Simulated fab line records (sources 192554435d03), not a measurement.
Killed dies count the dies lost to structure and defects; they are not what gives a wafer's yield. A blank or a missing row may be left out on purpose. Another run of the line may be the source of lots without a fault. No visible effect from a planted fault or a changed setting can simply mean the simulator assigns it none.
fab line records | flow n5-finfet | part 1 of 2: steps 1 to 15 of 23
record lots=5 wafers=15 last-day=18
route steps=1938 shown FIN_CUT@167 STI_FIN_REVEAL@183
lots that met no fault: from a run of the same line without faults
start-h: hours from the record's opening day to when the first of the lot's shown wafers began | wait-h: hours from the lot's prior step to this one | " identical to the entry in the row above | L1.1+2: a single row standing in for several wafers | - either no value or no given start | * or withheld: withheld | < > ~ a bound
route shown NAME@n: a module of which the file shows steps, and the number in the route of the first | usual: mean/standard deviation of fault-free wafers | same: alike in all rows | chamber/n: place in a boat | sites: readings site by site | _std_site: standard deviation across them | _edge_site: inner sites' mean taken away from outer sites' mean | radius-mm: for every site, how far away it sits from the centre of the wafer | mask NAME#n: copy n | behind: tool/chamber where the wafer was last shaped | hold: the reason the lot was held/the length of the hold in hours/how it ended | device: names the non-switching transistor (n, p or np) | end of line: the tests these same wafers got at the end of their route | a step with no rows: only its recipe | killed: not the wafer's yield, but the dies lost to structure and defects at the first sort | map: a wafer's dies, marking killed ones x, the rest . and places with no die _
set.NAME: setting as actually run; set.NAME@STEP: the setting as run at that earlier step | model.NAME: the simulator's own value behind a step, which no gauge read
lots at some steps of the route; a table a step, a row a wafer
services: when a tool's chamber went out of use (start-h, in hours from the record's first day, below 0 if earlier), for how many hours, and the reason
## steps
# step N5_FIN_CUT_ETCH_30
# recipe chemistry=N2/H2 target=underlayer target-depth-a=130 mask-material=CAR-EUV time-s=10.4 ion-energy-ev=200 pressure-mtorr=30 source-w=840 bias-w=150 n2-flow-sccm=200 h2-flow-sccm=200 ends=cleared
# usual drypump-motor-current-A=5.6/0.47 etch-rf-on-time-s=10.39/0.2 n2-flow-sccm=199.9/0.71 oes-product-au=0.67/0.074 rf-fwd-power-W=818.9/2.3 rf-vpp-V=522.6/1.7 showerhead-plenum-p-Torr=2.50/0.055 throttle-valve-pct=17.95/0.25
# columns lot.wafer tool chamber start-h wait-h drypump-motor-current-A etch-rf-on-time-s n2-flow-sccm oes-product-au rf-fwd-power-W rf-hours-counter-h rf-vpp-V showerhead-plenum-p-Torr throttle-valve-pct
L075.1 rie-diel-03 1 36.40 0.0 5.7 10.40 199.9 0.62 818.7 188 523.9 2.53 18.38
L075.2 " 3 " " 5.0 10.37 200.2 0.64 817.0 162 520.7 2.43 17.89
L075.6 " 3 " " 5.0 10.38 200.0 0.64 817.8 - 521.2 2.43 17.87
L080.3 rie-diel-06 1 64.17 0.0 5.3 10.66 200.3 0.63 817.8 180 521.1 2.44 17.91
L080.5 " 3 " " 5.0 10.42 199.5 0.67 816.1 - 522.0 2.44 17.87
L080.6 " 0 " " 6.2 10.41 201.1 0.81 818.8 - 520.8 2.49 17.53
L087.2 rie-diel-03 2 105.45 0.0 5.6 10.53 199.6 0.64 815.0 167 523.6 2.54 18.18
L087.5 " 3 " " 5.0 10.34 199.8 0.63 820.1 - 520.0 2.42 17.91
L087.6 " 0 " " 6.0 10.45 199.6 0.82 819.0 - 525.6 2.61 17.87
L089.1 rie-diel-06 0 117.76 0.0 6.2 10.48 199.4 0.77 816.7 30 522.7 2.49 17.56
L089.2 " 2 " " 5.8 10.16 200.1 0.64 823.0 161 522.8 2.53 17.97
L089.4 " 3 " " 5.0 10.46 201.1 0.65 817.8 153 521.8 2.43 17.94
L096.1 rie-diel-03 0 159.65 0.0 6.0 10.48 200.6 0.78 815.6 22 526.0 2.60 17.93
L096.2 " 3 " " 5.0 10.25 199.6 0.62 818.5 205 520.2 2.41 17.94
L096.4 " 2 " " 5.6 10.48 200.3 0.62 819.6 184 521.0 2.53 18.20
# step N5_FIN_CUT_ETCH_20
# recipe chemistry=CF4 target=SiARC target-depth-a=260 mask-material=CAR-EUV time-s=43.3 ion-energy-ev=80 pressure-mtorr=40 source-w=545 bias-w=36 Ar_flow_sccm=100 cf4-flow-sccm=100 ends=cleared
# usual drypump-motor-current-A=5.6/0.47 etch-rf-on-time-s=43.2/0.91 oes-product-au=0.67/0.074 rf-fwd-power-W=536/3.2 rf-vpp-V=183.5/1 showerhead-plenum-p-Torr=2.10/0.039 throttle-valve-pct=15.71/0.26
# columns lot.wafer tool chamber start-h wait-h drypump-motor-current-A etch-rf-on-time-s oes-product-au rf-fwd-power-W rf-hours-counter-h rf-vpp-V showerhead-plenum-p-Torr throttle-valve-pct
L075.1 rie-diel-03 1 36.42 0.0 5.7 43.4 0.61 537 188 183.6 2.12 16.05
L075.2 " 3 " " 5.0 44.4 0.63 539 162 183.1 2.06 15.71
L075.6 " 3 " " 5.0 44.3 0.63 539 - 184.4 2.06 15.72
L080.3 rie-diel-06 1 64.19 0.0 5.3 44.1 0.62 535 180 183.1 2.07 15.55
L080.5 " 3 " " 5.0 42.9 0.67 534 - 182.6 2.06 15.66
L080.6 " 0 " " 6.2 43.5 0.80 537 - 182.4 2.10 15.23
L087.2 rie-diel-03 2 105.47 0.0 5.6 44.2 0.63 540 167 183.0 2.14 16.01
L087.5 " 3 " " 5.0 43.7 0.62 540 - 181.8 2.05 15.77
L087.6 " 0 " " 6.0 43.5 0.83 532 - 185.2 2.17 15.41
L089.1 rie-diel-06 0 117.78 0.0 6.2 43.3 0.77 533 30 182.4 2.09 15.27
L089.2 " 2 " " 5.8 41.6 0.65 532 161 184.4 2.14 15.85
L089.4 " 3 " " 5.0 42.8 0.66 533 153 183.9 2.05 15.71
L096.1 rie-diel-03 0 159.67 0.0 6.0 43.9 0.77 535 22 184.5 2.16 15.44
L096.2 " 3 " " 5.0 43.3 0.62 538 205 183.4 2.05 15.81
L096.4 " 2 " " 5.6 44.3 0.62 539 184 184.0 2.14 16.04
# step N5_FIN_CUT_ETCH_21
# recipe chemistry=N2/H2 target=SOC target-depth-a=2190 overetch-a=438 mask-material=SiARC temp-c=40 ion-energy-ev=100 bias-w=61 time-s=523.5 pressure-mtorr=30 source-w=850 n2-flow-sccm=200 h2-flow-sccm=200
# usual drypump-motor-current-A=5.6/0.47 n2-flow-sccm=200.0/0.61 oes-product-au=0.72/0.078 rf-fwd-power-W=848.8/2.5 rf-vpp-V=240.2/1.1 showerhead-plenum-p-Torr=2.50/0.055 throttle-valve-pct=17.90/0.25
# columns lot.wafer tool chamber start-h wait-h drypump-motor-current-A n2-flow-sccm oes-product-au rf-fwd-power-W rf-hours-counter-h rf-vpp-V showerhead-plenum-p-Torr throttle-valve-pct
L075.1 rie-diel-03 1 36.46 0.0 5.7 200.4 0.67 849.8 188 241.2 2.53 18.30
L075.2 " 3 " " 5.0 199.7 0.69 850.2 162 238.3 2.43 17.82
L075.6 " 3 " " 5.0 199.6 0.70 847.4 - 238.7 2.43 17.85
L080.3 rie-diel-06 1 64.23 0.0 5.3 200.0 0.69 849.3 181 239.2 2.44 17.85
L080.5 " 3 " " 5.0 199.7 0.72 848.4 - 239.2 2.44 17.85
L080.6 " 0 " " 6.2 200.5 0.87 847.4 - 241.7 2.49 17.49
L087.2 rie-diel-03 2 105.50 0.0 5.6 200.6 0.69 847.4 167 241.8 2.54 18.13
L087.5 " 3 " " 5.0 199.7 0.68 849.8 - 239.7 2.42 17.87
L087.6 " 0 " " 6.0 200.0 0.90 846.8 - 243.0 2.61 17.84
L089.1 rie-diel-06 0 117.82 0.0 6.2 201.0 0.82 856.1 30 238.5 2.49 17.52
L089.2 " 2 " " 5.8 199.7 0.69 852.3 161 240.1 2.53 17.90
L089.4 " 3 " " 5.0 200.2 0.71 847.8 153 239.1 2.43 17.87
L096.1 rie-diel-03 0 159.71 0.0 6.0 200.0 0.84 847.4 22 241.0 2.60 17.87
L096.2 " 3 " " 5.0 200.4 0.66 849.4 206 239.9 2.41 17.90
L096.4 " 2 " " 5.6 199.8 0.67 850.8 184 241.6 2.53 18.15
# step N5_FIN_CUT_STRIP_23
# recipe chemistry=N2/H2 temp-c=40 n2-flow-sccm=200 h2-flow-sccm=200 rf-frequency-hz=6e+07
# columns lot.wafer tool chamber start-h wait-h
L075.1+2+6 rie-diel-03 1,3,3 36.76 0.2
L080.3+5+6 rie-diel-06 1,3,0 64.53 0.2
L087.2+5+6 rie-diel-03 2,3,0 105.81 0.2
L089.1+2+4 rie-diel-06 0,2,3 118.13 0.2
L096.1+2+4 rie-diel-03 0,3,2 160.01 0.2
# step N5_FIN_CUT_STRIP_31
# recipe chemistry=N2/H2 temp-c=40 n2-flow-sccm=200 h2-flow-sccm=200 rf-frequency-hz=6e+07
# columns lot.wafer tool chamber start-h wait-h
L075.1+2+6 rie-diel-03 1,3,3 36.77 0.0
L080.3+5+6 rie-diel-06 1,3,0 64.54 0.0
L087.2+5+6 rie-diel-03 2,3,0 105.82 0.0
L089.1+2+4 rie-diel-06 0,2,3 118.14 0.0
L096.1+2+4 rie-diel-03 0,3,2 160.02 0.0
# step N5_FIN_CUT_STRIP_24
# recipe chemistry=CF4 resist=SiARC power-w=300 bias-power-w=75 pressure-mtorr=50 cf4-flow-sccm=150 rf-frequency-hz=6e+07
# usual drypump-motor-current-A=5.6/0.47 oes-product-au=0.77/0.084 power-w=299.9/0.93 rf-fwd-power-W=292.8/0.94 rf-vpp-V=270.5/1.2 showerhead-plenum-p-Torr=1.76/0.032 throttle-valve-pct=13.68/0.28
# columns lot.wafer tool chamber start-h wait-h drypump-motor-current-A oes-product-au power-w rf-fwd-power-W rf-hours-counter-h rf-vpp-V showerhead-plenum-p-Torr throttle-valve-pct
L075.1 rie-diel-03 1 36.78 0.0 5.7 0.71 299.3 293.1 188 270.5 1.78 14.06
L075.2 " 3 " " 5.0 0.75 301.1 293.1 163 270.0 1.73 13.72
L075.6 " 3 " " 5.0 0.75 299.8 293.7 - 269.6 1.73 13.71
L080.3 rie-diel-06 1 64.55 0.0 5.3 0.73 299.8 292.6 181 268.6 1.73 13.53
L080.5 " 3 " " 5.0 0.77 298.5 293.3 - 269.2 1.73 13.65
L080.6 " 0 " " 6.2 0.93 301.5 292.5 - 270.3 1.75 13.15
L087.2 rie-diel-03 2 105.83 0.0 5.6 0.74 299.3 294.7 167 271.8 1.79 13.96
L087.5 " 3 " " 5.0 0.73 299.9 293.3 - 268.8 1.73 13.78
L087.6 " 0 " " 6.0 0.96 298.7 291.9 - 271.8 1.82 13.36
L089.1 rie-diel-06 0 118.15 0.0 6.2 0.89 299.5 292.8 30 270.0 1.75 13.19
L089.2 " 2 " " 5.8 0.73 299.1 292.6 162 272.0 1.80 13.83
L089.4 " 3 " " 5.0 0.75 299.6 294.5 153 269.4 1.72 13.70
L096.1 rie-diel-03 0 160.03 0.0 5.9 0.91 300.2 293.7 23 272.0 1.81 13.41
L096.2 " 3 " " 5.0 0.71 299.8 293.9 206 268.5 1.72 13.83
L096.4 " 2 " " 5.6 0.73 299.8 293.2 184 270.3 1.79 14.00
# step N5_FIN_CUT_CUT_ETCH_26
# recipe chemistry=CH3F/O2 target=SiNx target-depth-a=390 mask-material=SOC time-s=55.7 pressure-mtorr=30 source-w=395 bias-w=73 Ar_flow_sccm=150 CH3F_flow_sccm=30 O2_flow_sccm=20 ion-energy-ev=120
# usual drypump-motor-current-A=5.6/0.47 oes-product-au=0.78/0.088 rf-fwd-power-W=391.5/1.9 rf-vpp-V=296/5.6 showerhead-plenum-p-Torr=1.96/0.041 throttle-valve-pct=16.46/0.24
# columns lot.wafer tool chamber start-h wait-h drypump-motor-current-A oes-product-au rf-fwd-power-W rf-hours-counter-h rf-vpp-V showerhead-plenum-p-Torr throttle-valve-pct
L075.1 rie-diel-03 1 36.80 0.0 5.6 0.72 391.6 188 302 1.97 16.76
L075.2 " 3 " " 5.0 0.75 393.8 163 301 1.91 16.39
L075.6 " 3 " " 5.0 0.76 394.0 - 303 1.91 16.41
L080.3 rie-diel-06 1 64.57 0.0 5.3 0.73 390.3 181 295 1.92 16.28
L080.5 " 3 " " 5.0 0.78 390.8 - 302 1.92 16.40
L080.6 " 0 " " 6.2 0.94 390.6 - 289 1.97 16.05
L087.2 rie-diel-03 2 105.85 0.0 5.6 0.73 392.9 167 287 2.01 16.78
L087.5 " 3 " " 5.0 0.73 394.3 - 302 1.90 16.44
L087.6 " 0 " " 6.0 0.98 391.5 - 303 2.03 16.21
L089.1 rie-diel-06 0 118.17 0.0 6.2 0.90 392.3 30 289 1.96 16.09
L089.2 " 2 " " 5.8 0.75 391.4 162 290 1.99 16.56
L089.4 " 3 " " 5.0 0.76 391.4 153 300 1.91 16.44
L096.1 rie-diel-03 0 160.05 0.0 6.0 0.93 391.7 23 304 2.03 16.25
L096.2 " 3 " " 5.0 0.72 392.8 206 302 1.90 16.47
L096.4 " 2 " " 5.6 0.72 393.8 184 288 2.00 16.82
# step N5_FIN_CUT_CUT_ETCH_27
# recipe chemistry=CHF3/O2 target=SiO2 target-depth-a=40 mask-material=SOC overetch-a=20 time-s=4.9 pressure-mtorr=30 source-w=650 bias-w=170 Ar_flow_sccm=200 CHF3_flow_sccm=50 O2_flow_sccm=5 ion-energy-ev=200
# usual drypump-motor-current-A=5.6/0.47 oes-product-au=0.62/0.066 rf-fwd-power-W=644.2/2.9 rf-vpp-V=521/9.9 showerhead-plenum-p-Torr=2.37/0.046 throttle-valve-pct=18.93/0.24
# columns lot.wafer tool chamber start-h wait-h drypump-motor-current-A oes-product-au rf-fwd-power-W rf-hours-counter-h rf-vpp-V showerhead-plenum-p-Torr throttle-valve-pct
L075.1 rie-diel-03 1 36.85 0.0 5.7 0.57 647.0 188 532 2.38 19.23
L075.2 " 3 " " 5.0 0.59 648.1 163 533 2.31 18.88
L075.6 " 3 " " 5.0 0.60 644.6 - 531 2.31 18.88
L080.3 rie-diel-06 1 64.62 0.0 5.3 0.58 640.9 181 521 2.32 18.77
L080.5 " 3 " " 5.0 0.61 644.9 - 530 2.32 18.87
L080.6 " 0 " " 6.2 0.75 642.6 - 510 2.38 18.53
L087.2 rie-diel-03 2 105.89 0.0 5.6 0.60 645.2 167 510 2.42 19.28
L087.5 " 3 " " 5.0 0.58 643.7 - 531 2.30 18.92
L087.6 " 0 " " 5.9 0.76 645.0 - 533 2.44 18.66
L089.1 rie-diel-06 0 118.21 0.0 6.2 0.71 644.6 30 509 2.37 18.58
L089.2 " 2 " " 5.8 0.59 637.9 162 513 2.40 19.03
L089.4 " 3 " " 5.0 0.61 643.8 153 529 2.31 18.90
L096.1 rie-diel-03 0 160.10 0.0 6.0 0.72 641.7 23 533 2.43 18.70
L096.2 " 3 " " 5.0 0.57 646.8 206 531 2.30 18.94
L096.4 " 2 " " 5.6 0.58 643.4 184 509 2.41 19.30
# step N5_FIN_CUT_PRECLEAN_35
# recipe time-s=13.3 temp-c=45 pressure-torr=125 p-hf-torr=3 p-coreactant-torr=25 chemistry=vHF
# usual drypump-motor-current-A=5.9/0.34
# columns lot.wafer tool chamber start-h wait-h drypump-motor-current-A
L075.1 vapor-etch-01 0 36.91 0.0 6.2
L075.2 " 1 " " 5.8
L075.6 " 1 " " 5.7
L080.3 vapor-etch-02 0 64.70 0.1 5.4
L080.5 " 0 " " 5.4
L080.6 " 1 " " 6.1
L087.2 vapor-etch-01 1 106.23 0.3 5.7
L087.5 " 1 " " 5.7
L087.6 " 0 " " 6.2
L089.1 vapor-etch-01 1 118.63 0.4 5.7
L089.2 " 0 " " 6.2
L089.4 " 1 " " 5.7
L096.1 vapor-etch-02 0 160.17 0.0 5.4
L096.2 " 1 " " 6.1
L096.4 " 1 " " 6.1
# step N5_FIN_CUT_CUT_ETCH_15
# recipe chemistry=HBr/Cl2/O2 target=Si target-depth-a=1000 bt-time-s=10 mask-material=SOC time-s=42.4 ion-energy-ev=* bias-w=* pressure-mtorr=10 icp-w=800 HBr_flow_sccm=150 Cl2_flow_sccm=80 O2_flow_sccm=12
# usual drypump-motor-current-A=5.5/0.44 oes-product-au=1.005/0.015 rf-fwd-power-W=* throttle-valve-pct=37.3/0.42
# columns lot.wafer tool chamber start-h wait-h drypump-motor-current-A oes-product-au rf-fwd-power-W rf-hours-counter-h throttle-valve-pct
L075.1 rie-si-01 1 37.00 0.1 5.6 1.022 * 148 37.2
L075.2 " 3 " " 5.9 0.988 * 46 37.3
L075.6 " 0 " " 5.7 1.010 * - 38.1
L080.3 rie-si-02 0 64.77 0.0 6.5 1.011 * 88 36.8
L080.5 " 3 " " 4.7 1.000 * - 36.8
L080.6 " 0 " " 6.6 1.013 * - 36.8
L087.2 rie-si-05 1 106.31 0.1 5.3 1.000 * 190 37.3
L087.5 " 2 " " 5.7 0.997 * - 37.4
L087.6 " 0 " " 4.9 1.025 * - 37.5
L089.1 rie-si-05 0 118.72 0.1 4.9 1.030 * 39 37.6
L089.2 " 3 " " 5.8 1.033 * 0 36.3
L089.4 " 2 " " 5.8 0.994 * 85 37.4
L096.1 rie-si-01 1 160.25 0.1 5.6 1.025 * 150 37.2
L096.2 " 0 " " 5.7 1.011 * 84 38.1
L096.4 " 3 " " 5.9 0.993 * 48 37.3
# step N5_FIN_CUT_CUT_ETCH_28
# recipe chemistry=HBr/Cl2/O2 target=Si target-depth-a=60 mask-material=SOC time-s=2.4 ion-energy-ev=* bias-w=* pressure-mtorr=10 icp-w=800 HBr_flow_sccm=150 Cl2_flow_sccm=80 O2_flow_sccm=12
# usual drypump-motor-current-A=5.5/0.44 oes-product-au=1.005/0.014 rf-fwd-power-W=* throttle-valve-pct=37.3/0.42
# columns lot.wafer tool chamber start-h wait-h drypump-motor-current-A oes-product-au rf-fwd-power-W rf-hours-counter-h throttle-valve-pct
L075.1 rie-si-01 1 37.05 0.0 5.6 1.017 * 148 37.2
L075.2 " 3 " " 5.9 0.995 * 46 37.3
L075.6 " 0 " " 5.7 1.009 * - 38.1
L080.3 rie-si-02 0 64.82 0.0 6.6 1.000 * 88 36.8
L080.5 " 3 " " 4.7 1.002 * - 36.8
L080.6 " 0 " " 6.5 1.014 * - 36.8
L087.2 rie-si-05 1 106.37 0.0 5.3 0.991 * 190 37.3
L087.5 " 2 " " 5.7 0.992 * - 37.4
L087.6 " 0 " " 4.9 1.027 * - 37.5
L089.1 rie-si-05 0 118.77 0.0 4.9 1.018 * 39 37.5
L089.2 " 3 " " 5.9 1.025 * 0 36.3
L089.4 " 2 " " 5.7 0.984 * 85 37.4
L096.1 rie-si-01 1 160.30 0.0 5.6 1.022 * 150 37.2
L096.2 " 0 " " 5.6 1.016 * 84 38.1
L096.4 " 3 " " 5.9 0.991 * 48 37.3
# step N5_FIN_CUT_STRIP_22
# recipe chemistry=N2/H2 power-w=500 temp-c=40 pressure-mtorr=50 rf-frequency-hz=6e+07 overash-fraction=0.3 bias-power-w=8 h2-frac=0.5 n2-flow-sccm=300 h2-flow-sccm=300
# usual drypump-motor-current-A=5.9/0.48 n2-flow-sccm=300.2/0.93 oes-product-au=0.79/0.097 power-w=500.1/1.7 rf-vpp-V=54.1/2.3 showerhead-plenum-p-Torr=3.31/0.06 throttle-valve-pct=19.0/0.43
# columns lot.wafer tool chamber start-h wait-h drypump-motor-current-A n2-flow-sccm oes-product-au power-w rf-hours-counter-h rf-vpp-V showerhead-plenum-p-Torr throttle-valve-pct
L075.1 rie-diel-06 2 37.12 0.1 5.7 301.2 0.78 499.1 133 57.9 3.36 18.7
L075.2 " 0 " " 6.2 299.5 1.02 497.0 2 56.8 3.30 18.7
L075.6 " 2 " " 5.8 299.7 0.76 499.9 - 51.4 3.36 18.7
L080.3 rie-diel-03 0 64.89 0.0 6.0 299.2 0.70 498.8 246 59.1 3.44 19.5
L080.5 " 0 " " 6.0 298.6 0.69 500.4 - 52.2 3.44 19.6
L080.6 " 1 " " 5.6 300.9 0.69 501.3 - 55.1 3.34 19.3
L087.2 rie-diel-01 2 106.44 0.0 6.1 299.3 0.65 501.9 237 54.1 3.32 19.8
L087.5 " 3 " " 6.7 301.0 0.76 498.6 - 50.6 3.38 18.9
L087.6 " 2 " " 6.1 300.6 0.66 499.4 - 57.8 3.32 19.8
L089.1 rie-diel-01 3 118.84 0.0 6.7 300.0 0.75 498.0 136 55.5 3.37 18.9
L089.2 " 1 " " 5.9 298.2 0.89 502.3 43 50.3 3.26 18.4
L089.4 " 2 " " 6.1 300.4 0.66 498.0 - 56.3 3.32 19.8
L096.1 rie-diel-01 0 160.50 0.2 6.1 302.3 0.95 501.1 11 52.7 3.29 18.5
L096.2 " 3 " " 6.7 301.5 0.76 501.7 152 58.3 3.36 18.9
L096.4 " 1 " " 5.9 299.5 0.88 499.2 58 55.8 3.25 18.4
# step N5_FIN_CUT_PRECLEAN_36
# recipe chemistry=O3/DIW time-s=60 temp-c=22 o3-ppm=10
# columns lot.wafer tool chamber start-h wait-h
L075.1+2+6 wet-bench-05 3,5,7 37.19 -
L080.3+5+6 wet-bench-01 5,3,0 64.95 -
L087.2+5+6 wet-bench-06 2,4,3 106.51 -
L089.1+2+4 wet-bench-01 4,5,7 118.90 -
L096.1+2+4 wet-bench-06 7,6,5 160.57 -
# step N5_FIN_CUT_SRD_32
# recipe dry=ipa-marangoni time-s=30 temp-c=23 rinse-liquid=diw
# columns lot.wafer tool chamber start-h wait-h
L075.1+2+6 wet-bench-05 3,5,7 37.21 0.0
L080.3+5+6 wet-bench-01 5,3,0 64.97 0.0
L087.2+5+6 wet-bench-06 2,4,3 106.53 0.0
L089.1+2+4 wet-bench-01 4,5,7 118.92 0.0
L096.1+2+4 wet-bench-06 7,6,5 160.59 0.0
# step N5_FIN_CUT_UV_OZONE_34
# recipe time-s=120 pressure-torr=760 temp-c=25
# columns lot.wafer tool chamber start-h wait-h
L075.1+2+6 wet-bench-05 3,5,7 37.23 0.0
L080.3+5+6 wet-bench-01 5,3,0 64.99 0.0
L087.2+5+6 wet-bench-06 2,4,3 106.54 0.0
L089.1+2+4 wet-bench-01 4,5,7 118.94 0.0
L096.1+2+4 wet-bench-06 7,6,5 160.60 0.0
